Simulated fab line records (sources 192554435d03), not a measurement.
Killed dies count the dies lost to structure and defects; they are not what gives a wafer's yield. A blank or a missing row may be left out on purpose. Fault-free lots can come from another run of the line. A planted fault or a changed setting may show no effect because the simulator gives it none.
Struck lot and sound lot, side by side || flow n5Finfet || 34 out of 1938 route steps
Sound: the wafers L929.1, L929.3, L929.5. Struck: wafers L941.2, L941.3, L941.4. At the end, the cause is stated.
At each step with rows: each side's tool, then ch and its chambers, then its first start. Under that, the readings that differ: sound wafers || struck wafers || difference of the means || sigmas: that difference in standard deviations of wafers without a fault.
alike: same words and numbers on both sides, and readings whose means sit less than 2 such deviations apart. not compared: any withheld reading, any reading some wafer has no value for, any bound like >300 that may hide the same value, and any number with overlapping values for which the record gives no deviation.
The two part at a step that has a row with sigmas, a row that says differs or no value, or rows on one side only. When numbers do not overlap yet have no deviation, they are printed without sigmas and do not part them. A reading missing from all wafers of one side parts the sides only when that side holds two or more wafers.

first, 9 steps without rows for these wafers: N5_BEOL_M7_DESCUM_33 (chemistry O2, time 7 s); N5_BEOL_M7_ETCH_72 (etches underlayer in N2/H2, target depth 6.5 nm, time 5.2 s); N5_BEOL_M7_ETCH_65 (etches SiARC in CF4, target depth 15.6 nm, time 26 s); N5_BEOL_M7_ETCH_66 (etches SOC in N2/H2, target depth 80 nm, overetch 16 nm, time 120 s); N5_BEOL_M7_STRIP_69 (strips in N2/H2); N5_BEOL_M7_STRIP_73 (strips in N2/H2); N5_BEOL_M7_VIA_ETCH_34 (etches SiCOH lowk in C4F6/O2, target depth 125.5 nm, time 50.5 s); N5_BEOL_M7_STRIP_76 (strips in C4F6/O2); N5_BEOL_M7_STRIP_36 (strips in N2/H2).
N5_BEOL_M7_TRENCH_ETCH_37: etches SiCOH lowk in C4F6/O2, target depth 93.478 nm, time 31.2 s.
  sound on rieDiel-03 ch 0,3, day 11 01:37; struck on rieDiel-03 ch 0,2,3, day 13 20:21
  alike: drypumpMotorCurrentA, oesProductAu, rfVppV, showerheadPlenumPTorr, throttleValvePct
  not compared: rfHoursCounterH
then, 23 steps without rows for these wafers: N5_BEOL_M7_ETCH_41 (etches SiCN in CH3F/O2, target depth 31.9 nm, time 57.8 s); N5_BEOL_M7_STRIP_80 (strips in N2/H2, time 10 s); N5_BEOL_M7_HM_STRIP_39 (strips TiN in peroxide tin strip, target depth 25 nm, time 158 s); N5_BEOL_M7_SRD_40 (time 30 s); N5_BEOL_M7_PRECLEAN_42 (cleans in residue remover, time 60 s); N5_BEOL_M7_SRD_43 (time 30 s); N5_BEOL_M7_CURE_75 (cures SiCOH lowk, time 120 s); N5_BEOL_M7_DEGAS_44 (time 60 s); N5_BEOL_M7_PRE_CLEAN_45 (time 30 s); N5_BEOL_M7_ALD_77 (deposits TaN, target thk 2 nm, pulse time 2 s, purge time 3 s); N5_BEOL_M7_SURFACE_TREAT_79; N5_BEOL_M7_CVD_78 (deposits Co from CCTBA/H2, target thk 2 nm, time 142.3 s); N5_BEOL_M7_SPUTTER_48 (material Cu, target thk 10 nm, time 1.667 s); N5_BEOL_M7_ECD_50 (material Cu, target thk 300 nm); N5_BEOL_M7_ANNEAL_51 (time 90 s); N5_BEOL_M7_CMP_52 (polishes, stops on SiCOH lowk, t overpolish 6.9 s, target thk 80 nm); N5_BEOL_M7_PRE_CLEAN_55 (time 15 s); N5_BEOL_M7_DEP_56 (deposits SiCN from 3MS/NH3, target thk 10 nm, time 17.5 s); N5_BEOL_M8_ILD_DEP_00 (deposits SiCOH lowk from DEMS/porogen, target thk 179.75 nm, time 33.4 s); N5_BEOL_M8_CURE_74 (cures SiCOH lowk, time 240 s); N5_BEOL_M8_PECVD_70 (deposits SiO2 from TEOS/O2, target thk 20 nm, time 22.7 s); N5_BEOL_M8_HM_DEP_02 (deposits TiN, target thk 20 nm); N5_BEOL_M8_COAT_59 (time 60 s, resist thk 100 nm).
-- record jumps: 3 days separate the struck wafers' starts on either side; left off in module BEOL_M8, taken up again in module PASSIVATION, whose first shown step is the route's number 1936 --
N5_PASSIVATION_PROBE_49:
  sound: prober-01 at day 14 05:52; struck: prober-01 at day 17 02:21
{"reading": "defectLimitedYield (%)", "sound": "90.4 89.3 90.3", "struck": "85.8 78.6 87.5", "difference": -6.0, "sigmas": -5}
{"reading": "killed_at_M4_up", "sound": "12 18 17", "struck": "104 181 91", "difference": "+110", "sigmas": "+21"}
{"reading": "killedAtContacts", "sound": "29 22 24", "struck": "9 15 10", "difference": -14, "sigmas": -2}
{"reading": "killedDies", "sound": "113 126 115", "struck": "167 252 148", "difference": "+71", "sigmas": "+4"}
{"reading": "killedOnRim", "sound": "14 19 9", "struck": "32 12 29", "difference": "+10", "sigmas": "+3"}
{"reading": "killedShort", "sound": "47 51 42", "struck": "29 30 16", "difference": -22, "sigmas": -3}
{"reading": "sort_bin_5_function (%)", "sound": "5.1 6.9 6.0", "struck": "7.9 13.6 7.5", "difference": "+3.7", "sigmas": "+4"}
{"reading": "sortNPass", "sound": "1067 1054 1065", "struck": "1013 928 1032", "difference": -71, "sigmas": -4}
{"reading": "sortYieldPct (%)", "sound": "90.4 89.3 90.3", "struck": "85.8 78.6 87.5", "difference": -6.0, "sigmas": -5}
  alike: killed_at_M0_to_M3, killedAtFrontEnd, killedAtOther, killedOpen, sort_bin_6_memory

## WHERE THEY PART
At N5_PASSIVATION_PROBE_49 and nowhere else, as far as this record goes.

WHY: whatever the simulator had introduced
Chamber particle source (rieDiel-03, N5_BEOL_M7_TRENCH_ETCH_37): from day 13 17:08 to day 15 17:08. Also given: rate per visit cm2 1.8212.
